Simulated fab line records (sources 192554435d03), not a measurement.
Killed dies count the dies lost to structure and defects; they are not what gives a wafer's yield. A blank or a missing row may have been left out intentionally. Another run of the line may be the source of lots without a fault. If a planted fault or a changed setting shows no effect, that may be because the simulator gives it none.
fab line records	flow n5-finfet
record: lots: 7	wafers: 39
route steps=1938 shown BEOL_M4@1024 BEOL_M7@1302 BEOL_M10@1470 BEOL_M11@1539
start-h: start of the lot's first displayed wafer, in hours after the record's first day	wait-h: hours since the lot's step before	" as in the row above	L1.1+2: a single row standing in for several wafers	- no value, or no start was given	* or withheld: withheld	< > ~ a bound
route shown NAME@n: NAME is a module with steps in the file, n the number in the route of the first one	usual: mean and standard deviation over wafers with no fault	same: alike in all rows	chamber/n: place in a boat	sites: the reading at each site	_std_site: standard deviation across them	_edge_site: mean of outer sites minus mean of inner sites	radius-mm: for every site, how far away it sits from the centre of the wafer	mask NAME#n: copy n	behind: the most recent tool/chamber to have shaped the wafer	hold: reason for holding the lot/hours on hold/outcome of the hold	device: the n, p or np transistor that did not switch	end of line: tests run on the same wafers once the route is complete	a step without rows: its recipe alone	killed: count of dies lost to structure and defects at first sort (not the wafer's yield)	map: per-die view of a wafer (x killed, . not killed, _ where there is no die)
set.NAME: the setting as run; set.NAME@STEP: as run at that earlier step	model.NAME: the simulator's own value behind a step, which no gauge read
lots whose settings were changed on purpose; a table a step, a row a wafer
== steps ==
step: N5_BEOL_M4_HM_DEP_02
recipe: material: TiN	target-thk-a: 200	temp-c: 25	chamber-pressure-pa: 0.49996
lot.wafer	tool	chamber	start-h	wait-h	set.target-thk-a	model.TiN_of_BEOL_M4_HM_DEP_02.thk-nm
L075.1+3	pvd-sputter-02	-	149.90	0.8	200	19.8
L075.4	"	-	"	"	200	20
L074.1	pvd-sputter-02	-	150.00	0.8	106.9	10.8
L074.2	"	-	"	"	200	20.2
L074.3+6	"	-	"	"	106.9	11.2
L074.4	"	-	"	"	200	20.6
L074.5	"	-	"	"	200	20
L078.1	pvd-sputter-01	-	178.83	1.6	200	19.8
L078.2	"	-	"	"	119.3	11.6
L078.3	"	-	"	"	119.3	12
L078.4+5	"	-	"	"	200	20
L078.6	"	-	"	"	119.3	11.8
L080.1+2+4	pvd-sputter-02	-	182.67	0.5	268.1	26.8
L080.3+6	"	-	"	"	200	20
L080.5	"	-	"	"	200	20.2
L082.1+2+5	pvd-sputter-01	-	200.29	1.0	200	20.2
L082.3	"	-	"	"	200	20
L082.4+6	"	-	"	"	200	20.4
L091.1+5	pvd-sputter-03	-	244.50	2.2	286.1	28.6
L091.2+3+4	"	-	"	"	200	20.2
L091.6	"	-	"	"	286.1	28.8
L094.1	pvd-sputter-03	-	265.08	0.7	200	20.2
L094.2	"	-	"	"	233.3	23.4
L094.3	"	-	"	"	200	20
L094.4+6	"	-	"	"	233.3	23.6
L094.5	"	-	"	"	200	19.8
step: N5_BEOL_M4_COAT_61
recipe: resist: SOC	temp-c: 250	time-s: 60	spin-rpm: 1500	resist-thk-nm: 60
step: N5_BEOL_M4_COAT_62
recipe: resist: SiARC	temp-c: 220	time-s: 60	spin-rpm: 1500	resist-thk-nm: 12
step: N5_BEOL_M4_STRIP_75
recipe: chemistry: N2/H2	temp-c: 40	n2-flow-sccm: 200	h2-flow-sccm: 200	rf-frequency-hz: 6e+07
step: N5_BEOL_M4_STRIP_66
recipe: chemistry: CF4	resist: SiARC	power-w: 300	bias-power-w: 75	pressure-mtorr: 50	cf4-flow-sccm: 150	rf-frequency-hz: 6e+07
step: N5_BEOL_M4_HM_OPEN_17
recipe: chemistry: Cl2/BCl3	target-depth-a: 200	overetch-a: 60	target: TiN	mask-material: SOC	ion-energy-ev: 150	pressure-mtorr: 10	icp-w: 1000	bias-w: 126	Cl2_flow_sccm: 53.25	bcl3-flow-sccm: 21.75	Ar_flow_sccm: 25
lot.wafer	tool	chamber	start-h	wait-h	set.target-thk-a@BEOL_M4_HM_DEP_02	model.etch.depth-nm
L075.1	rie-metal-03	1	150.67	0.0	200	19.9
L075.3	"	1	"	"	200	19.75
L075.4	"	0	"	"	200	20.08
L074.1	rie-metal-03	0	150.90	0.0	106.9	10.71
L074.2	"	1	"	"	200	20.17
L074.3	"	0	"	"	106.9	11.11
L074.4	"	1	"	"	200	20.52
L074.5	"	1	"	"	200	20.03
L074.6	"	0	"	"	106.9	11.2
L078.1	rie-metal-02	0	179.73	0.0	200	19.79
L078.2	"	1	"	"	119.3	11.55
L078.3	"	0	"	"	119.3	12.06
L078.4	"	1	"	"	200	20.08
L078.5	"	1	"	"	200	19.92
L078.6	"	0	"	"	119.3	11.72
L080.1	rie-metal-02	0	183.44	0.0	268.1	26.41
L080.2	"	1	"	"	268.1	25.67
L080.3	"	0	"	"	200	20.08
L080.4	"	1	"	"	268.1	25.83
L080.5	"	0	"	"	200	20.15
L080.6	"	1	"	"	200	19.93
L082.1	rie-metal-03	0	201.06	0.0	200	20.19
L082.2	"	1	"	"	200	20.11
L082.3	"	1	"	"	200	19.98
L082.4	"	0	"	"	200	20.35
L082.5	"	0	"	"	200	20.16
L082.6	"	1	"	"	200	20.32
L091.1	rie-metal-02	1	245.27	0.0	286.1	25.66
L091.2	"	0	"	"	200	20.11
L091.3	"	1	"	"	200	20.17
L091.4	"	0	"	"	200	20.28
L091.5	"	0	"	"	286.1	26.13
L091.6	"	1	"	"	286.1	25.87
L094.1	rie-metal-01	1	265.97	0.0	200	20.16
L094.2	"	0	"	"	233.3	23.45
L094.3	"	0	"	"	200	19.98
L094.4	"	1	"	"	233.3	23.54
L094.5	"	1	"	"	200	19.87
L094.6	"	0	"	"	233.3	23.6
step: N5_BEOL_M7_ETCH_66
recipe: chemistry: N2/H2	target: SOC	target-depth-a: 800	overetch-a: 160	mask-material: SiARC	temp-c: 40	time-s: 120	ion-energy-ev: 200	pressure-mtorr: 30	source-w: 840	bias-w: 150	n2-flow-sccm: 200	h2-flow-sccm: 200
lot.wafer	tool	chamber	start-h	wait-h	set.time-s	model.SiARC_of_BEOL_M7_COAT_64.thk-nm
L074.1	rie-diel-03	2	181.45	0.0	120	6.4
L074.2+3	"	3,0	"	"	120	6.6
L074.4+5+6	"	1,1,2	"	"	99.71	7.4
L075.1	rie-diel-01	1	186.09	0.0	120	6.2
L075.3+4	"	2,0	"	"	120	6.4
L078.1+2	rie-diel-03	1,2	213.30	0.0	120	6.4
L078.3+5	"	0	"	"	120	6.6
L078.4+6	"	3	"	"	120	6.8
L080.1	rie-diel-01	1	217.20	0.0	120	6
L080.2	"	2	"	"	191.2	3.4
L080.3+5	"	0	"	"	120	6.6
L080.4	"	1	"	"	191.2	2.6
L080.6	"	2	"	"	191.2	3.2
L082.1+6	rie-diel-01	1	235.77	0.0	120	6.2
L082.2+3+4+5	"	3,0,3,0	"	"	120	6.6
L091.1+4+5	rie-diel-05	3,1,1	277.30	0.0	51.52	9.6
L091.2+3+6	"	2,0,2	"	"	120	6.2
L094.1+2	rie-diel-05	1,0	296.38	0.0	87.43	8
L094.3+6	"	3	"	"	120	6.4
L094.4	"	2	"	"	120	6.2
L094.5	"	0	"	"	87.43	7.8
step: N5_BEOL_M10_ILD_DEP_00
recipe: material: SiCOH_lowk	target-thk-a: 3085.1	temp-c: 300	precursor: DEMS/porogen	pressure-torr: 5	rf-w: 500	time-s: 58
lot.wafer	tool	chamber	start-h	wait-h	set.target-thk-a	model.SiCOH_lowk_of_BEOL_M10_ILD_DEP_00.thk-nm
L074.1	pecvd-01	2	201.29	0.0	3085.1	307
L074.2	"	1	"	"	1676	168.6
L074.3	"	0	"	"	1676	171.6
L074.4	"	1	"	"	1676	170.6
L074.5	"	2	"	"	3085.1	309.4
L074.6	"	0	"	"	3085.1	319.2
L075.1	pecvd-02	0	208.50	0.0	3085.1	302.4
L075.3	"	0	"	"	3085.1	306.6
L075.4	"	1	"	"	3085.1	306
L080.1	pecvd-04	2	233.20	0.0	3085.1	301.2
L080.2	"	0	"	"	3085.1	308
L080.3	"	1	"	"	3085.1	298
L080.4	"	1	"	"	3085.1	307.2
L080.5	"	2	"	"	3085.1	305
L080.6	"	0	"	"	3085.1	311.4
L078.1	pecvd-01	2	233.58	0.0	3085.1	310.6
L078.2	"	1	"	"	3085.1	306.8
L078.3	"	0	"	"	4323	433.8
L078.4+5	"	2,1	"	"	4323	436.6
L078.6	"	0	"	"	3085.1	317.2
L082.1	pecvd-01	0	254.54	0.0	3085.1	314
L082.2	"	2	"	"	3085.1	303.8
L082.3	"	1	"	"	2579	256.8
L082.4	"	2	"	"	2579	257.8
L082.5	"	0	"	"	3085.1	314.4
L082.6	"	1	"	"	2579	258.4
L091.1	pecvd-02	1	296.45	0.0	4186	413
L091.2	"	0	"	"	3085.1	304.6
L091.3	"	2	"	"	4186	414.6
L091.4	"	2	"	"	3085.1	312.6
L091.5	"	0	"	"	3085.1	311.2
L091.6	"	1	"	"	4186	418.8
L094.1	pecvd-02	1	311.24	0.0	3085.1	299
L094.2	"	2	"	"	3085.1	307.8
L094.3	"	0	"	"	3624	358.4
L094.4	"	0	"	"	3624	362.8
L094.5	"	1	"	"	3624	360.2
L094.6	"	2	"	"	3085.1	312
step: N5_BEOL_M10_CURE_71
recipe: temp-c: 385	time-s: 240	ambient: He/Ar	material: SiCOH_lowk
lot.wafer	tool	chamber	start-h	wait-h	set.target-thk-a@BEOL_M10_ILD_DEP_00	model.SiCOH_lowk_of_BEOL_M10_ILD_DEP_00.thk-nm
L074.1	uv-cure-03	2	201.37	0.0	3085.1	266.8
L074.2	"	2	"	"	1676	145.2
L074.3	"	2	"	"	1676	148
L074.4	"	2	"	"	1676	147
L074.5	"	2	"	"	3085.1	268.8
L074.6	"	2	"	"	3085.1	277.6
L075.1	uv-cure-03	1	208.60	0.1	3085.1	262.6
L075.3	"	1	"	"	3085.1	266.2
L075.4	"	1	"	"	3085.1	265.8
L080.1	uv-cure-01	1	233.28	0.0	3085.1	261.6
L080.2	"	1	"	"	3085.1	267.4
L080.3	"	1	"	"	3085.1	258.8
L080.4	"	1	"	"	3085.1	267
L080.5	"	1	"	"	3085.1	264.8
L080.6	"	1	"	"	3085.1	270.6
L078.1	uv-cure-03	0	233.85	0.2	3085.1	269.8
L078.2	"	0	"	"	3085.1	266.6
L078.3	"	0	"	"	4323	379.4
L078.4+5	"	0	"	"	4323	382
L078.6	"	0	"	"	3085.1	275.6
L082.1	uv-cure-01	0	254.61	0.0	3085.1	272.8
L082.2	"	0	"	"	3085.1	264
L082.3	"	0	"	"	2579	222.4
L082.4	"	0	"	"	2579	223.4
L082.5	"	0	"	"	3085.1	273.2
L082.6	"	0	"	"	2579	224
L091.1	uv-cure-02	1	296.64	0.2	4186	360.8
L091.2	"	1	"	"	3085.1	264.6
L091.3	"	1	"	"	4186	362.2
L091.4	"	1	"	"	3085.1	271.6
L091.5	"	1	"	"	3085.1	270.4
L091.6	"	1	"	"	4186	366.2
L094.1	uv-cure-02	0	311.50	0.2	3085.1	259.6
L094.2	"	0	"	"	3085.1	267.2
L094.3	"	0	"	"	3624	312.2
L094.4	"	0	"	"	3624	316
L094.5	"	0	"	"	3624	313.8
L094.6	"	0	"	"	3085.1	271.2
step: N5_BEOL_M10_THK_MEAS_01
recipe: reads: SiCOH_lowk_of_BEOL_M10_ILD_DEP_00
usual: M10_ILD_THK: 266/4.1
lot.wafer	tool	chamber	start-h	wait-h	set.target-thk-a@BEOL_M10_ILD_DEP_00	M10_ILD_THK[nm]
L074.1	film-metro-02	-	202.36	0.8	3085.1	267
L074.2	"	-	"	"	1676	145
L074.3	"	-	"	"	1676	148
L074.4	"	-	"	"	1676	147
L074.5	"	-	"	"	3085.1	269
L074.6	"	-	"	"	3085.1	277
L075.1	film-metro-02	-	209.60	0.8	3085.1	262
L075.3	"	-	"	"	3085.1	266
L075.4	"	-	"	"	3085.1	266
L080.1	film-metro-02	-	233.79	0.4	3085.1	262
L080.2	"	-	"	"	3085.1	267
L080.3	"	-	"	"	3085.1	259
L080.4	"	-	"	"	3085.1	267
L080.5	"	-	"	"	3085.1	265
L080.6	"	-	"	"	3085.1	271
L078.1	film-metro-01	-	234.36	0.4	3085.1	270
L078.2	"	-	"	"	3085.1	267
L078.3	"	-	"	"	4323	380
L078.4	"	-	"	"	4323	382
L078.5	"	-	"	"	4323	382
L078.6	"	-	"	"	3085.1	275
L082.1	film-metro-01	-	255.13	0.4	3085.1	273
L082.2	"	-	"	"	3085.1	264
L082.3	"	-	"	"	2579	223
L082.4	"	-	"	"	2579	223
L082.5	"	-	"	"	3085.1	273
L082.6	"	-	"	"	2579	224
L091.1	film-metro-01	-	297.15	0.4	4186	361
L091.2	"	-	"	"	3085.1	264
L091.3	"	-	"	"	4186	362
L091.4	"	-	"	"	3085.1	272
L091.5	"	-	"	"	3085.1	270
L091.6	"	-	"	"	4186	366
L094.1	film-metro-02	-	312.01	0.4	3085.1	260
L094.2	"	-	"	"	3085.1	267
L094.3	"	-	"	"	3624	312
L094.4	"	-	"	"	3624	316
L094.5	"	-	"	"	3624	314
L094.6	"	-	"	"	3085.1	271
step: N5_BEOL_M11_PECVD_70
recipe: material: SiO2	target-thk-a: 200	temp-c: 400	precursor: TEOS/O2	pressure-torr: 5.5	rf-w: 450	teos-flow-sccm: 53.8	gas: O2	flow-sccm: 3000	time-s: 22.7
lot.wafer	tool	chamber	start-h	wait-h	set.time-s	model.SiO2_of_BEOL_M11_PECVD_70.thk-nm
L074.1	pecvd-02	0	211.99	0.0	22.7	20
L074.2	"	1	"	"	22.7	19.8
L074.3+5	"	0,1	"	"	33.6	29.6
L074.4	"	1	"	"	22.7	20.4
L074.6	"	0	"	"	33.6	29.4
L075.1	pecvd-02	1	218.59	0.0	22.7	20.2
L075.3+4	"	0,1	"	"	22.7	20.4
L080.1	pecvd-04	0	239.47	0.0	22.7	20.2
L080.2	"	1	"	"	31.5	27
L080.3	"	2	"	"	22.7	19.8
L080.4	"	0	"	"	31.5	28
L080.5	"	2	"	"	31.5	27.8
L080.6	"	1	"	"	22.7	20
L078.1+2	pecvd-02	2,0	243.34	0.0	22.7	20.2
L078.3	"	1	"	"	26.12	23
L078.4	"	2	"	"	22.7	20.4
L078.5	"	1	"	"	26.12	23.6
L078.6	"	0	"	"	26.12	23.4
L082.1	pecvd-04	2	264.18	0.0	22.7	19.8
L082.2	"	0	"	"	22.7	20.2
L082.3+4	"	1,2	"	"	22.7	20
L082.5+6	"	1,0	"	"	22.7	20.4
L091.1+3	pecvd-03	1,0	303.42	0.0	28.95	25.2
L091.2	"	2	"	"	22.7	20
L091.4	"	1	"	"	28.95	25.4
L091.5+6	"	2,0	"	"	22.7	20.4
L094.1	pecvd-04	0	317.61	0.0	16.66	14.8
L094.2+3	"	2,1	"	"	22.7	20
L094.4	"	1	"	"	16.66	15.2
L094.5	"	2	"	"	22.7	20.4
L094.6	"	0	"	"	16.66	15
step: N5_BEOL_M11_HM_DEP_02
recipe: material: TiN	target-thk-a: 200	temp-c: 25	chamber-pressure-pa: 0.49996
step: N5_BEOL_M11_COAT_59
recipe: resist: SOC	temp-c: 250	time-s: 60	spin-rpm: 1500	resist-thk-nm: 100
step: N5_BEOL_M11_ECD_50
recipe: material: Cu	target-thk-a: 3180
step: N5_BEOL_M11_ANNEAL_51
recipe: temp-c: 225	time-s: 90	ambient: N2
step: N5_BEOL_M11_CMP_52
recipe: stop-on: SiCOH_lowk	t-overpolish-s: 7	down-force-psi: 1	platen-rpm: 50	clearing-platen-down-force-psi: 1.5	clearing-platen-rpm: 50	post-cmp-clean: cu-alkaline	target-thk-nm: 140	clearing-platen-pad-velocity-m-s: 0.99484	pad-velocity-m-s: 0.99484
usual: barrier-field-endpoint-s: 29.1/0.78
lot.wafer	tool	chamber	start-h	wait-h	set.time-s@BEOL_M11_PECVD_70	barrier-field-endpoint-s
L074.2	cmp-02	2	218.67	0.4	22.7	28.3
L074.1	"	3	"	"	22.7	29.7
L074.4	"	0	"	"	22.7	28.4
L074.3	"	1	"	"	33.6	39.8
L074.5	"	2	"	"	33.6	40.7
L074.6	"	3	"	"	33.6	40.2
L075.4	cmp-02	0	224.04	0.1	22.7	28.9
L075.1	"	1	"	"	22.7	29.0
L075.3	"	2	"	"	22.7	30.0
L080.4	cmp-03	3	246.45	0.1	31.5	37.5
L080.1	"	0	"	"	22.7	28.6
L080.3	"	1	"	"	22.7	29.0
L080.2	"	2	"	"	31.5	37.5
L080.6	"	3	"	"	22.7	28.0
L080.5	"	0	"	"	31.5	37.3
L078.1	cmp-03	2	250.96	0.3	22.7	29.7
L078.2	"	3	"	"	22.7	29.1
L078.4	"	0	"	"	22.7	29.2
L078.3	"	1	"	"	26.12	32.2
L078.5	"	2	"	"	26.12	34.1
L078.6	"	3	"	"	26.12	33.1
L082.2	cmp-03	1	270.74	0.2	22.7	28.7
L082.4	"	2	"	"	22.7	29.0
L082.3	"	3	"	"	22.7	28.6
L082.1	"	0	"	"	22.7	28.5
L082.5	"	1	"	"	22.7	29.6
L082.6	"	2	"	"	22.7	30.2
L091.3	cmp-03	2	310.38	0.2	28.95	36.4
L091.2	"	3	"	"	22.7	28.9
L091.4	"	0	"	"	28.95	35.4
L091.1	"	1	"	"	28.95	34.8
L091.5	"	2	"	"	22.7	29.9
L091.6	"	3	"	"	22.7	29.2
L094.4	cmp-03	3	325.14	0.1	16.66	22.5
L094.1	"	0	"	"	16.66	22.1
L094.2	"	1	"	"	22.7	28.3
L094.3	"	2	"	"	22.7	28.8
L094.6	"	3	"	"	16.66	22.3
L094.5	"	0	"	"	22.7	29.1
== key ==
split: step: N5_BEOL_M4_HM_DEP_02	setting: target-thk-a	stated: 200	by: wafer
response: step: N5_BEOL_M4_HM_DEP_02	reading: model.TiN_of_BEOL_M4_HM_DEP_02.thk-nm	change: +0.199	per: 1%	r: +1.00
response: step: N5_BEOL_M4_HM_OPEN_17	reading: model.etch.depth-nm	change: +0.178	per: 1%	r: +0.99
split: step: N5_BEOL_M7_ETCH_66	setting: time-s	stated: 120	by: wafer
response: step: N5_BEOL_M7_ETCH_66	reading: model.SiARC_of_BEOL_M7_COAT_64.thk-nm	change: -0.0577	per: 1%	r: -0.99
split: step: N5_BEOL_M10_ILD_DEP_00	setting: target-thk-a	stated: 3085.1	by: wafer
response: step: N5_BEOL_M10_ILD_DEP_00	reading: model.SiCOH_lowk_of_BEOL_M10_ILD_DEP_00.thk-nm	change: +3.08	per: 1%	r: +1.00
response: step: N5_BEOL_M10_CURE_71	reading: model.SiCOH_lowk_of_BEOL_M10_ILD_DEP_00.thk-nm	change: +2.72	per: 1%	r: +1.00
response: step: N5_BEOL_M10_THK_MEAS_01	reading: M10_ILD_THK	change: +2.72	per: 1%	r: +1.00
split: step: N5_BEOL_M11_PECVD_70	setting: time-s	stated: 22.7	by: wafer
response: step: N5_BEOL_M11_PECVD_70	reading: model.SiO2_of_BEOL_M11_PECVD_70.thk-nm	change: +0.194	per: 1%	r: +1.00
response: step: N5_BEOL_M11_CMP_52	reading: barrier-field-endpoint-s	change: +0.235	per: 1%	r: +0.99
